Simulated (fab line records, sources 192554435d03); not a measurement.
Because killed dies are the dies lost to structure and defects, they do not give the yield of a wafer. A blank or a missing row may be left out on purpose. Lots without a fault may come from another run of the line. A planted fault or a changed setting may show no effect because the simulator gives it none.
fab line records / flow n5Finfet
record lots=6 wafers=18 lastDay=17
route steps=1938 shown BEOL_M15@1811 PASSIVATION@1936
lots untouched by any fault: they come from a run of this same line in which no faults occurred
startH: start of the lot's first displayed wafer, in hours after the record's first day / waitH: hours from the lot's prior step to this one / " as in the row above / L1.1+2: several wafers, shown together as one row / - no value present, or no start provided / * or withheld: withheld / < > ~ a bound
route shown NAME@n: NAME is a module with steps in the file, n the number in the route of the first one / usual: average and standard deviation across the fault-free wafers / same: alike in all rows / chamber/n: place in a boat / sites: each site's reading / _std_site: the standard deviation of these / _edge_site: mean of outer sites minus mean of inner sites / radiusMm: for every site, how far away it sits from the centre of the wafer / mask NAME#n: copy n / behind: the tool/chamber that last shaped the wafer / hold: why the lot was held/for how many hours/how that ended / device: the transistor (n, p or np) that didn't switch / end of line: the route-end tests of the same wafers / a step given without rows: its recipe and nothing more / killed: not the wafer's yield, but the dies lost to structure and defects at the first sort / map: a wafer's dies, x killed, . not, _ none there
set.NAME: the setting that was run; set.NAME@STEP: the one run at that earlier step / model.NAME: the simulator's own value behind a step, which no gauge read
lots at some steps of the route; a table a step, a row a wafer
services: when a tool's chamber went out of use (startH, in hours from the record's first day, below 0 if earlier), for how many hours, and the reason
## steps
# step N5_BEOL_M15_STRIP_36
# recipe chemistry=O2 powerW=600 tempC=60 pressureMtorr=30 rfFrequencyHz=6e+07 biasPowerW=0 overashFraction=0.3 o2FlowSccm=225
# step N5_BEOL_M15_STRIP_62
# recipe chemistry=O2 powerW=600 tempC=60 pressureMtorr=30 rfFrequencyHz=6e+07 biasPowerW=0 overashFraction=0.3 o2FlowSccm=225
# step N5_BEOL_M15_STRIP_37
# recipe chemistry=O2 powerW=600 tempC=60 pressureMtorr=30 rfFrequencyHz=6e+07 biasPowerW=0 overashFraction=0.3 o2FlowSccm=225
# step N5_BEOL_M15_ETCH_38
# recipe chemistry=CF4/N2 target=SiCN targetDepthA=1064 taperDeg=2 timeS=120.5 ionEnergyEv=150 maskMaterial=SiO2 pressureMtorr=40 sourceW=430 biasW=70 Ar_flow_sccm=100 cf4FlowSccm=60 n2FlowSccm=60
# step N5_BEOL_M15_PRECLEAN_39
# recipe chemistry=residueRemover timeS=60 tempC=40
# step N5_BEOL_M15_SRD_40
# recipe timeS=30 tempC=23 rinseLiquid=diw dry=n2Spin spinRpm=1500 dryTimeS=30
# step N5_BEOL_M15_DEGAS_41
# recipe ambient=vacuum tempC=300 timeS=60
# usual heaterPowerW=486/42
lot.wafer=L547.4 tool=pvdSputter-01 chamber=- startH=282.71 waitH=0.6 heaterPowerW=536
lot.wafer=L547.5 tool=pvdSputter-01 chamber=- startH=282.71 waitH=0.6 heaterPowerW=400
lot.wafer=L547.6 tool=pvdSputter-01 chamber=- startH=282.71 waitH=0.6 heaterPowerW=466
lot.wafer=L558.1 tool=pvdSputter-03 chamber=- startH=322.84 waitH=0.2 heaterPowerW=482
lot.wafer=L558.3 tool=pvdSputter-03 chamber=- startH=322.84 waitH=0.2 heaterPowerW=513
lot.wafer=L558.4 tool=pvdSputter-03 chamber=- startH=322.84 waitH=0.2 heaterPowerW=515
lot.wafer=L556.1 tool=pvdSputter-02 chamber=- startH=325.70 waitH=0.3 heaterPowerW=520
lot.wafer=L556.2 tool=pvdSputter-02 chamber=- startH=325.70 waitH=0.3 heaterPowerW=520
lot.wafer=L556.3 tool=pvdSputter-02 chamber=- startH=325.70 waitH=0.3 heaterPowerW=472
lot.wafer=L560.2 tool=pvdSputter-03 chamber=- startH=340.38 waitH=0.4 heaterPowerW=514
lot.wafer=L560.4 tool=pvdSputter-03 chamber=- startH=340.38 waitH=0.4 heaterPowerW=454
lot.wafer=L560.6 tool=pvdSputter-03 chamber=- startH=340.38 waitH=0.4 heaterPowerW=477
lot.wafer=L566.1 tool=pvdSputter-03 chamber=- startH=376.27 waitH=0.0 heaterPowerW=463
lot.wafer=L566.4 tool=pvdSputter-03 chamber=- startH=376.27 waitH=0.0 heaterPowerW=524
lot.wafer=L566.6 tool=pvdSputter-03 chamber=- startH=376.27 waitH=0.0 heaterPowerW=471
lot.wafer=L567.3 tool=pvdSputter-01 chamber=- startH=379.42 waitH=0.8 heaterPowerW=471
lot.wafer=L567.4 tool=pvdSputter-01 chamber=- startH=379.42 waitH=0.8 heaterPowerW=390
lot.wafer=L567.6 tool=pvdSputter-01 chamber=- startH=379.42 waitH=0.8 heaterPowerW=466
# step N5_BEOL_M15_PRE_CLEAN_42
# recipe gas=H2/He timeS=30 tempC=300
# usual heaterPowerW=486/43
lot.wafer=L547.4 tool=pvdSputter-01 chamber=- startH=282.75 waitH=0.0 heaterPowerW=534
lot.wafer=L547.5 tool=pvdSputter-01 chamber=- startH=282.75 waitH=0.0 heaterPowerW=387
lot.wafer=L547.6 tool=pvdSputter-01 chamber=- startH=282.75 waitH=0.0 heaterPowerW=484
lot.wafer=L558.1 tool=pvdSputter-03 chamber=- startH=322.88 waitH=0.0 heaterPowerW=469
lot.wafer=L558.3 tool=pvdSputter-03 chamber=- startH=322.88 waitH=0.0 heaterPowerW=529
lot.wafer=L558.4 tool=pvdSputter-03 chamber=- startH=322.88 waitH=0.0 heaterPowerW=496
lot.wafer=L556.1 tool=pvdSputter-02 chamber=- startH=325.74 waitH=0.0 heaterPowerW=534
lot.wafer=L556.2 tool=pvdSputter-02 chamber=- startH=325.74 waitH=0.0 heaterPowerW=517
lot.wafer=L556.3 tool=pvdSputter-02 chamber=- startH=325.74 waitH=0.0 heaterPowerW=476
lot.wafer=L560.2 tool=pvdSputter-03 chamber=- startH=340.42 waitH=0.0 heaterPowerW=546
lot.wafer=L560.4 tool=pvdSputter-03 chamber=- startH=340.42 waitH=0.0 heaterPowerW=467
lot.wafer=L560.6 tool=pvdSputter-03 chamber=- startH=340.42 waitH=0.0 heaterPowerW=475
lot.wafer=L566.1 tool=pvdSputter-03 chamber=- startH=376.31 waitH=0.0 heaterPowerW=466
lot.wafer=L566.4 tool=pvdSputter-03 chamber=- startH=376.31 waitH=0.0 heaterPowerW=515
lot.wafer=L566.6 tool=pvdSputter-03 chamber=- startH=376.31 waitH=0.0 heaterPowerW=465
lot.wafer=L567.3 tool=pvdSputter-01 chamber=- startH=379.46 waitH=0.0 heaterPowerW=462
lot.wafer=L567.4 tool=pvdSputter-01 chamber=- startH=379.46 waitH=0.0 heaterPowerW=392
lot.wafer=L567.6 tool=pvdSputter-01 chamber=- startH=379.46 waitH=0.0 heaterPowerW=464
# step N5_BEOL_M15_SPUTTER_43
# recipe material=TaN targetThkA=150 tempC=50 biasV=168.6 powerW=15000 chamberPressurePa=0.12 timeS=24.19
# step N5_BEOL_M15_SPUTTER_44
# recipe material=Ta targetThkA=150 tempC=50 biasV=80 powerW=15000 chamberPressurePa=0.07 timeS=24.19
# usual substrateTempC=49.99/0.11 throttleValvePct=30.2/1.4
lot.wafer=L547.4 tool=pvdSputter-01 chamber=- startH=282.87 waitH=0.0 substrateTempC=49.96 throttleValvePct=28.4
lot.wafer=L547.5 tool=pvdSputter-01 chamber=- startH=282.87 waitH=0.0 substrateTempC=49.98 throttleValvePct=28.3
lot.wafer=L547.6 tool=pvdSputter-01 chamber=- startH=282.87 waitH=0.0 substrateTempC=49.98 throttleValvePct=29.8
lot.wafer=L558.1 tool=pvdSputter-03 chamber=- startH=323.00 waitH=0.0 substrateTempC=49.99 throttleValvePct=31.6
lot.wafer=L558.3 tool=pvdSputter-03 chamber=- startH=323.00 waitH=0.0 substrateTempC=49.83 throttleValvePct=30.0
lot.wafer=L558.4 tool=pvdSputter-03 chamber=- startH=323.00 waitH=0.0 substrateTempC=50.03 throttleValvePct=32.0
lot.wafer=L556.1 tool=pvdSputter-02 chamber=- startH=325.86 waitH=0.0 substrateTempC=50.20 throttleValvePct=31.6
lot.wafer=L556.2 tool=pvdSputter-02 chamber=- startH=325.86 waitH=0.0 substrateTempC=50.04 throttleValvePct=30.0
lot.wafer=L556.3 tool=pvdSputter-02 chamber=- startH=325.86 waitH=0.0 substrateTempC=49.94 throttleValvePct=31.9
lot.wafer=L560.2 tool=pvdSputter-03 chamber=- startH=340.54 waitH=0.0 substrateTempC=50.07 throttleValvePct=29.8
lot.wafer=L560.4 tool=pvdSputter-03 chamber=- startH=340.54 waitH=0.0 substrateTempC=49.99 throttleValvePct=31.5
lot.wafer=L560.6 tool=pvdSputter-03 chamber=- startH=340.54 waitH=0.0 substrateTempC=49.86 throttleValvePct=31.8
lot.wafer=L566.1 tool=pvdSputter-03 chamber=- startH=376.43 waitH=0.0 substrateTempC=49.91 throttleValvePct=31.7
lot.wafer=L566.4 tool=pvdSputter-03 chamber=- startH=376.43 waitH=0.0 substrateTempC=49.94 throttleValvePct=32.1
lot.wafer=L566.6 tool=pvdSputter-03 chamber=- startH=376.43 waitH=0.0 substrateTempC=50.12 throttleValvePct=31.4
lot.wafer=L567.3 tool=pvdSputter-01 chamber=- startH=379.58 waitH=0.0 substrateTempC=50.04 throttleValvePct=30.6
lot.wafer=L567.4 tool=pvdSputter-01 chamber=- startH=379.58 waitH=0.0 substrateTempC=50.02 throttleValvePct=28.2
lot.wafer=L567.6 tool=pvdSputter-01 chamber=- startH=379.58 waitH=0.0 substrateTempC=49.85 throttleValvePct=31.1
# step N5_BEOL_M15_SPUTTER_45
# recipe material=Cu targetThkA=1000 tempC=-20 biasV=60 powerW=26000 chamberPressurePa=0.13 timeS=16.67
# usual substrateTempC=-20.00/0.099 throttleValvePct=30.2/1.4
lot.wafer=L547.4 tool=pvdSputter-01 chamber=- startH=282.95 waitH=0.0 substrateTempC=-20.18 throttleValvePct=28.5
lot.wafer=L547.5 tool=pvdSputter-01 chamber=- startH=282.95 waitH=0.0 substrateTempC=-20.14 throttleValvePct=28.3
lot.wafer=L547.6 tool=pvdSputter-01 chamber=- startH=282.95 waitH=0.0 substrateTempC=-19.88 throttleValvePct=30.0
lot.wafer=L558.1 tool=pvdSputter-03 chamber=- startH=323.08 waitH=0.0 substrateTempC=-19.97 throttleValvePct=31.3
lot.wafer=L558.3 tool=pvdSputter-03 chamber=- startH=323.08 waitH=0.0 substrateTempC=-20.13 throttleValvePct=29.6
lot.wafer=L558.4 tool=pvdSputter-03 chamber=- startH=323.08 waitH=0.0 substrateTempC=-19.92 throttleValvePct=31.9
lot.wafer=L556.1 tool=pvdSputter-02 chamber=- startH=325.94 waitH=0.0 substrateTempC=-19.99 throttleValvePct=31.3
lot.wafer=L556.2 tool=pvdSputter-02 chamber=- startH=325.94 waitH=0.0 substrateTempC=-19.93 throttleValvePct=30.4
lot.wafer=L556.3 tool=pvdSputter-02 chamber=- startH=325.94 waitH=0.0 substrateTempC=-19.99 throttleValvePct=32.0
lot.wafer=L560.2 tool=pvdSputter-03 chamber=- startH=340.62 waitH=0.0 substrateTempC=-19.87 throttleValvePct=29.9
lot.wafer=L560.4 tool=pvdSputter-03 chamber=- startH=340.62 waitH=0.0 substrateTempC=-19.97 throttleValvePct=31.4
lot.wafer=L560.6 tool=pvdSputter-03 chamber=- startH=340.62 waitH=0.0 substrateTempC=-20.09 throttleValvePct=31.7
lot.wafer=L566.1 tool=pvdSputter-03 chamber=- startH=376.51 waitH=0.0 substrateTempC=-19.99 throttleValvePct=31.6
lot.wafer=L566.4 tool=pvdSputter-03 chamber=- startH=376.51 waitH=0.0 substrateTempC=-20.18 throttleValvePct=32.0
lot.wafer=L566.6 tool=pvdSputter-03 chamber=- startH=376.51 waitH=0.0 substrateTempC=-19.92 throttleValvePct=31.6
lot.wafer=L567.3 tool=pvdSputter-01 chamber=- startH=379.66 waitH=0.0 substrateTempC=-19.98 throttleValvePct=30.8
lot.wafer=L567.4 tool=pvdSputter-01 chamber=- startH=379.66 waitH=0.0 substrateTempC=-20.05 throttleValvePct=28.4
lot.wafer=L567.6 tool=pvdSputter-01 chamber=- startH=379.66 waitH=0.0 substrateTempC=-20.19 throttleValvePct=30.7
# step N5_BEOL_M15_ECD_47
# recipe material=Cu targetThkA=18600
# step N5_BEOL_M15_ANNEAL_48
# recipe tempC=225 timeS=90 ambient=N2
# usual wafer_temp_C_max=225.7/0.3
lot.wafer=L547.4 tool=rtpAnneal-02 chamber=0 startH=283.52 waitH=0.3 wafer_temp_C_max=225.7
lot.wafer=L547.5 tool=rtpAnneal-02 chamber=0 startH=283.52 waitH=0.3 wafer_temp_C_max=225.7
lot.wafer=L547.6 tool=rtpAnneal-02 chamber=0 startH=283.52 waitH=0.3 wafer_temp_C_max=225.6
lot.wafer=L558.1 tool=rtpAnneal-02 chamber=0 startH=323.44 waitH=0.2 wafer_temp_C_max=225.4
lot.wafer=L558.3 tool=rtpAnneal-02 chamber=0 startH=323.44 waitH=0.2 wafer_temp_C_max=226.2
lot.wafer=L558.4 tool=rtpAnneal-02 chamber=0 startH=323.44 waitH=0.2 wafer_temp_C_max=226.0
lot.wafer=L556.1 tool=rtpAnneal-02 chamber=0 startH=326.30 waitH=0.2 wafer_temp_C_max=220.5
lot.wafer=L556.2 tool=rtpAnneal-02 chamber=0 startH=326.30 waitH=0.2 wafer_temp_C_max=220.6
lot.wafer=L556.3 tool=rtpAnneal-02 chamber=0 startH=326.30 waitH=0.2 wafer_temp_C_max=220.6
lot.wafer=L560.2 tool=rtpAnneal-02 chamber=0 startH=341.02 waitH=0.2 wafer_temp_C_max=220.7
lot.wafer=L560.4 tool=rtpAnneal-02 chamber=0 startH=341.02 waitH=0.2 wafer_temp_C_max=220.4
lot.wafer=L560.6 tool=rtpAnneal-02 chamber=0 startH=341.02 waitH=0.2 wafer_temp_C_max=220.5
lot.wafer=L566.1 tool=rtpAnneal-01 chamber=0 startH=377.24 waitH=0.5 wafer_temp_C_max=225.4
lot.wafer=L566.4 tool=rtpAnneal-01 chamber=0 startH=377.24 waitH=0.5 wafer_temp_C_max=225.5
lot.wafer=L566.6 tool=rtpAnneal-01 chamber=0 startH=377.24 waitH=0.5 wafer_temp_C_max=225.5
lot.wafer=L567.3 tool=rtpAnneal-01 chamber=0 startH=380.24 waitH=0.3 wafer_temp_C_max=225.8
lot.wafer=L567.4 tool=rtpAnneal-01 chamber=0 startH=380.24 waitH=0.3 wafer_temp_C_max=225.9
lot.wafer=L567.6 tool=rtpAnneal-01 chamber=0 startH=380.24 waitH=0.3 wafer_temp_C_max=225.6
# step N5_BEOL_M15_CMP_49
# recipe stopOn=SiO2 tOverpolishS=4.9 downForcePsi=2 platenRpm=80 clearingPlatenDownForcePsi=2 clearingPlatenRpm=80 postCmpClean=cuAlkaline targetThkNm=850 clearingPlatenPadVelocityMS=1.5917 padVelocityMS=1.5917
# usual barrierFieldEndpointS=11.27/0.27 motorCurrentA=8.1/0.93 overpolishRunS=4.899/0.0091
lot.wafer=L547.4 tool=cmp-03 chamber=3 startH=283.81 waitH=0.2 barrierFieldEndpointS=11.35 motorCurrentA=8.8 overpolishRunS=4.895
lot.wafer=L547.6 tool=cmp-03 chamber=0 startH=283.81 waitH=0.2 barrierFieldEndpointS=11.22 motorCurrentA=7.0 overpolishRunS=4.903
lot.wafer=L547.5 tool=cmp-03 chamber=1 startH=283.81 waitH=0.2 barrierFieldEndpointS=11.09 motorCurrentA=7.9 overpolishRunS=4.876
lot.wafer=L558.4 tool=cmp-03 chamber=1 startH=323.77 waitH=0.2 barrierFieldEndpointS=11.55 motorCurrentA=7.9 overpolishRunS=4.891
lot.wafer=L558.1 tool=cmp-03 chamber=2 startH=323.77 waitH=0.2 barrierFieldEndpointS=11.22 motorCurrentA=8.5 overpolishRunS=4.904
lot.wafer=L558.3 tool=cmp-03 chamber=3 startH=323.77 waitH=0.2 barrierFieldEndpointS=11.39 motorCurrentA=8.5 overpolishRunS=4.899
lot.wafer=L556.3 tool=cmp-03 chamber=2 startH=326.59 waitH=0.2 barrierFieldEndpointS=11.03 motorCurrentA=8.2 overpolishRunS=4.890
lot.wafer=L556.1 tool=cmp-03 chamber=0 startH=326.59 waitH=0.2 barrierFieldEndpointS=11.20 motorCurrentA=7.4 overpolishRunS=4.899
lot.wafer=L556.2 tool=cmp-03 chamber=1 startH=326.59 waitH=0.2 barrierFieldEndpointS=11.60 motorCurrentA=8.5 overpolishRunS=4.893
lot.wafer=L560.4 tool=cmp-02 chamber=1 startH=341.27 waitH=0.1 barrierFieldEndpointS=11.51 motorCurrentA=9.3 overpolishRunS=4.923
lot.wafer=L560.2 tool=cmp-02 chamber=2 startH=341.27 waitH=0.1 barrierFieldEndpointS=11.04 motorCurrentA=7.4 overpolishRunS=4.892
lot.wafer=L560.6 tool=cmp-02 chamber=2 startH=341.27 waitH=0.1 barrierFieldEndpointS=10.86 motorCurrentA=7.6 overpolishRunS=4.907
lot.wafer=L566.4 tool=cmp-01 chamber=1 startH=377.58 waitH=0.2 barrierFieldEndpointS=11.52 motorCurrentA=7.8 overpolishRunS=4.888
lot.wafer=L566.1 tool=cmp-01 chamber=3 startH=377.58 waitH=0.2 barrierFieldEndpointS=11.37 motorCurrentA=6.4 overpolishRunS=4.897
lot.wafer=L566.6 tool=cmp-01 chamber=1 startH=377.58 waitH=0.2 barrierFieldEndpointS=11.59 motorCurrentA=8.2 overpolishRunS=4.899
lot.wafer=L567.3 tool=cmp-02 chamber=0 startH=380.49 waitH=0.2 barrierFieldEndpointS=11.27 motorCurrentA=7.4 overpolishRunS=4.892
lot.wafer=L567.4 tool=cmp-02 chamber=2 startH=380.49 waitH=0.2 barrierFieldEndpointS=10.98 motorCurrentA=7.2 overpolishRunS=4.903
lot.wafer=L567.6 tool=cmp-02 chamber=3 startH=380.49 waitH=0.2 barrierFieldEndpointS=11.28 motorCurrentA=8.0 overpolishRunS=4.900
# step N5_PASSIVATION_PROBE_49
# usual defectLimitedYield=91.5/1.4 killed_at_M0_to_M3=32/9.7 killed_at_M4_up=14/5.3 killedAtContacts=11/6 killedAtFrontEnd=39/14 killedAtOther=3.3/2.7 killedDies=100/17 killedOpen=66/13 killedShort=32/7.4 sort_bin_5_function=4.9/0.9 sort_bin_6_memory=3.2/0.72 sortNPass=1080/17 sortYieldPct=91.5/1.4
# same grossDies=1180 killedAtBackSide=0 sort_bin_4_leakage[%]=0 sort_bin_8_speed[%]=0
lot.wafer=L547.4 tool=prober-02 chamber=- startH=300.43 waitH=0.2 defectLimitedYield[%]=91.6 killed_at_M0_to_M3=43 killed_at_M4_up=12 killedAtContacts=19 killedAtFrontEnd=24 killedAtOther=1 killedDies=99 killedOpen=68 killedShort=31 sort_bin_5_function[%]=5.7 sort_bin_6_memory[%]=2.6 sortNPass=1081 sortYieldPct[%]=91.6
lot.wafer=L547.5 tool=prober-02 chamber=- startH=300.48 waitH=0.2 defectLimitedYield[%]=92.1 killed_at_M0_to_M3=40 killed_at_M4_up=12 killedAtContacts=16 killedAtFrontEnd=23 killedAtOther=2 killedDies=93 killedOpen=66 killedShort=27 sort_bin_5_function[%]=5.2 sort_bin_6_memory[%]=2.4 sortNPass=1087 sortYieldPct[%]=92.1
lot.wafer=L547.6 tool=prober-02 chamber=- startH=300.53 waitH=0.3 defectLimitedYield[%]=92.9 killed_at_M0_to_M3=40 killed_at_M4_up=3 killedAtContacts=12 killedAtFrontEnd=26 killedAtOther=3 killedDies=84 killedOpen=59 killedShort=25 sort_bin_5_function[%]=4.1 sort_bin_6_memory[%]=2.9 sortNPass=1096 sortYieldPct[%]=92.9
lot.wafer=L558.1 tool=prober-01 chamber=- startH=337.39 waitH=0.0 defectLimitedYield[%]=92.5 killed_at_M0_to_M3=20 killed_at_M4_up=14 killedAtContacts=16 killedAtFrontEnd=37 killedAtOther=2 killedDies=89 killedOpen=55 killedShort=34 sort_bin_5_function[%]=4.7 sort_bin_6_memory[%]=2.7 sortNPass=1091 sortYieldPct[%]=92.5
lot.wafer=L558.3 tool=prober-01 chamber=- startH=337.49 waitH=0.1 defectLimitedYield[%]=91.9 killed_at_M0_to_M3=32 killed_at_M4_up=14 killedAtContacts=8 killedAtFrontEnd=37 killedAtOther=4 killedDies=95 killedOpen=67 killedShort=28 sort_bin_5_function[%]=4.7 sort_bin_6_memory[%]=3.0 sortNPass=1085 sortYieldPct[%]=91.9
lot.wafer=L558.4 tool=prober-01 chamber=- startH=337.54 waitH=0.2 defectLimitedYield[%]=91.6 killed_at_M0_to_M3=24 killed_at_M4_up=18 killedAtContacts=4 killedAtFrontEnd=49 killedAtOther=4 killedDies=99 killedOpen=66 killedShort=32 sort_bin_5_function[%]=4.7 sort_bin_6_memory[%]=3.6 sortNPass=1081 sortYieldPct[%]=91.6
lot.wafer=L556.1 tool=prober-01 chamber=- startH=341.51 waitH=0.0 defectLimitedYield[%]=89.9 killed_at_M0_to_M3=36 killed_at_M4_up=12 killedAtContacts=4 killedAtFrontEnd=63 killedAtOther=4 killedDies=119 killedOpen=77 killedShort=42 sort_bin_5_function[%]=5.8 sort_bin_6_memory[%]=3.6 sortNPass=1061 sortYieldPct[%]=89.9
lot.wafer=L556.2 tool=prober-01 chamber=- startH=341.56 waitH=0.1 defectLimitedYield[%]=90.3 killed_at_M0_to_M3=40 killed_at_M4_up=17 killedAtContacts=18 killedAtFrontEnd=38 killedAtOther=2 killedDies=115 killedOpen=83 killedShort=29 sort_bin_5_function[%]=6.1 sort_bin_6_memory[%]=3.4 sortNPass=1065 sortYieldPct[%]=90.3
lot.wafer=L556.3 tool=prober-01 chamber=- startH=341.61 waitH=0.1 defectLimitedYield[%]=88.6 killed_at_M0_to_M3=59 killed_at_M4_up=24 killedAtContacts=10 killedAtFrontEnd=41 killedAtOther=1 killedDies=135 killedOpen=101 killedShort=32 sort_bin_5_function[%]=6.9 sort_bin_6_memory[%]=4.1 sortNPass=1045 sortYieldPct[%]=88.6
lot.wafer=L567.3 tool=prober-01 chamber=- startH=398.51 waitH=0.1 defectLimitedYield[%]=90.1 killed_at_M0_to_M3=35 killed_at_M4_up=9 killedAtContacts=9 killedAtFrontEnd=57 killedAtOther=7 killedDies=117 killedOpen=70 killedShort=41 sort_bin_5_function[%]=6.8 sort_bin_6_memory[%]=2.5 sortNPass=1063 sortYieldPct[%]=90.1
lot.wafer=L567.4 tool=prober-01 chamber=- startH=398.56 waitH=0.2 defectLimitedYield[%]=92.8 killed_at_M0_to_M3=29 killed_at_M4_up=9 killedAtContacts=9 killedAtFrontEnd=37 killedAtOther=1 killedDies=85 killedOpen=56 killedShort=27 sort_bin_5_function[%]=4.3 sort_bin_6_memory[%]=2.7 sortNPass=1095 sortYieldPct[%]=92.8
lot.wafer=L567.6 tool=prober-01 chamber=- startH=398.66 waitH=0.3 defectLimitedYield[%]=89.5 killed_at_M0_to_M3=34 killed_at_M4_up=14 killedAtContacts=8 killedAtFrontEnd=65 killedAtOther=3 killedDies=124 killedOpen=81 killedShort=35 sort_bin_5_function[%]=5.8 sort_bin_6_memory[%]=3.9 sortNPass=1056 sortYieldPct[%]=89.5
# killed by level:class
L547.4 MOL_CONTACT_COAG:geometricParticle:open=12 BEOL_M3:geometricParticle:open=11 BEOL_M0_SAQP:geometricParticle:short=8 MOL_CONTACT_COAG:geometricParticle:short=7 BEOL_M2:geometricParticle:open=7 BEOL_M0_SAQP:geometricParticle:open=5 BEOL_M1:geometricParticle:open=5 STI_FIN_REVEAL:geometricParticle:open=4
L547.5 MOL_CONTACT_COAG:geometricParticle:open=14 BEOL_M0_SAQP:geometricParticle:short=9 STI_FIN_REVEAL:geometricParticle:open=7 BEOL_M0_SAQP:geometricParticle:open=7 BEOL_M3:geometricParticle:open=7 BEOL_M0:geometricParticle:open=5 BEOL_M1:geometricParticle:open=4 BEOL_M2:geometricParticle:open=4
L547.6 STI_FIN_REVEAL:geometricParticle:open=10 MOL_CONTACT_COAG:geometricParticle:open=10 BEOL_M1:geometricParticle:open=8 BEOL_M0:geometricParticle:open=8 BEOL_M0_SAQP:geometricParticle:short=7 BEOL_M0_SAQP:geometricParticle:open=7 BEOL_M2:geometricParticle:open=4 BEOL_M3:geometricParticle:open=3
L558.1 MOL_CONTACT_COAG:geometricParticle:open=14 GATE_CUT:geometricParticle:short=9 FIN_SAQP:geometricParticle:short=7 STI_FIN_REVEAL:geometricParticle:open=7 BEOL_M0_SAQP:geometricParticle:open=7 FIN_SAQP:geometricParticle:open=4 BEOL_M4:geometricParticle:open=4 BEOL_M2:geometricParticle:open=4
L558.3 BEOL_M0_SAQP:geometricParticle:open=13 STI_FIN_REVEAL:geometricParticle:open=10 FIN_SAQP:geometricParticle:short=9 MOL_CONTACT_COAG:geometricParticle:open=7 BEOL_M3:geometricParticle:open=6 FIN_SAQP:geometricParticle:open=5 BEOL_M0_SAQP:geometricParticle:short=5 GATE_CUT:geometricParticle:short=4
L558.4 FIN_SAQP:geometricParticle:short=16 FIN_SAQP:geometricParticle:open=16 STI_FIN_REVEAL:geometricParticle:open=9 BEOL_M4:geometricParticle:open=9 BEOL_M0_SAQP:geometricParticle:open=7 BEOL_M0_SAQP:geometricParticle:short=6 BEOL_M3:geometricParticle:open=5 MOL_CONTACT_COAG:geometricParticle:open=4
L556.1 FIN_SAQP:geometricParticle:short=19 FIN_SAQP:geometricParticle:open=17 BEOL_M2:geometricParticle:open=12 STI_FIN_REVEAL:geometricParticle:open=11 BEOL_M4:geometricParticle:open=8 BEOL_M0_SAQP:geometricParticle:short=4 BEOL_M0:geometricParticle:open=4 BEOL_M1:geometricParticle:open=4
L556.2 BEOL_M2:geometricParticle:open=15 MOL_CONTACT_COAG:geometricParticle:open=13 FIN_SAQP:geometricParticle:open=9 BEOL_M4:geometricParticle:open=9 STI_FIN_REVEAL:geometricParticle:open=8 BEOL_M0_SAQP:geometricParticle:open=6 BEOL_M1:geometricParticle:open=6 MOL_CONTACT_COAG:geometricParticle:short=5
L556.3 BEOL_M4:geometricParticle:open=17 FIN_SAQP:geometricParticle:open=16 BEOL_M2:geometricParticle:open=15 BEOL_M3:geometricParticle:open=15 FIN_SAQP:geometricParticle:short=11 BEOL_M0_SAQP:geometricParticle:open=11 MOL_CONTACT_COAG:geometricParticle:open=9 GATE_CUT:geometricParticle:short=5
L567.3 GATE_CUT:geometricParticle:short=11 FIN_SAQP:geometricParticle:open=9 BEOL_M0_SAQP:geometricParticle:open=9 BEOL_M3:geometricParticle:open=8 GATE_CUT:geometricParticle:open=7 BEOL_M2:geometricParticle:open=7 STARTING-WAFER:geometricParticle:open=6 MOL_CONTACT_COAG:geometricParticle:open=5
L567.4 STI_FIN_REVEAL:geometricParticle:open=8 BEOL_M2:geometricParticle:open=8 BEOL_M3:geometricParticle:open=7 MOL_CONTACT_COAG:geometricParticle:open=6 ILD0:geometricParticle:short=5 BEOL_M0_SAQP:geometricParticle:short=5 FIN_SAQP:geometricParticle:short=4 FIN_SAQP:geometricParticle:open=4
L567.6 BEOL_M0_SAQP:geometricParticle:open=10 FIN_SAQP:geometricParticle:open=9 BEOL_M0_SAQP:geometricParticle:short=9 FIN_SAQP:geometricParticle:short=7 STI_FIN_REVEAL:geometricParticle:open=7 GATE_CUT:geometricParticle:open=7 ILD0:geometricParticle:open=6 ILD0:geometricParticle:short=6
## services
tool=cmp-01 chamber=- startH=260.65 hours=4.2 kind=repair
tool=cmp-03 chamber=- startH=269.63 hours=1.2 kind=repair
tool=cmp-01 chamber=- startH=286.22 hours=19.7 kind=repair
tool=cmp-03 chamber=- startH=345.21 hours=3.9 kind=pm
tool=pvdSputter-03 chamber=- startH=355.18 hours=4.5 kind=repair
tool=cmp-03 chamber=- startH=376.54 hours=9.8 kind=repair
## key
firstSign step=N5_BEOL_M15_ANNEAL_48 reading=wafer_temp_C_max direction=down sigmas=17 usual=* struck=*
effect none on later readings
metAt N5_BEOL_M15_ANNEAL_48
struckWafers L556.1,L556.2,L556.3,L560.2,L560.4,L560.6
onsetBetween 323.44 326.30
fault kind=processParameterDrift tool=rtpAnneal-02 chamber=- onsetH=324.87 steps=N5_BEOL_M15_ANNEAL_48 channel=tempC offset=* shape=step endH=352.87 actsIn=* stated=*
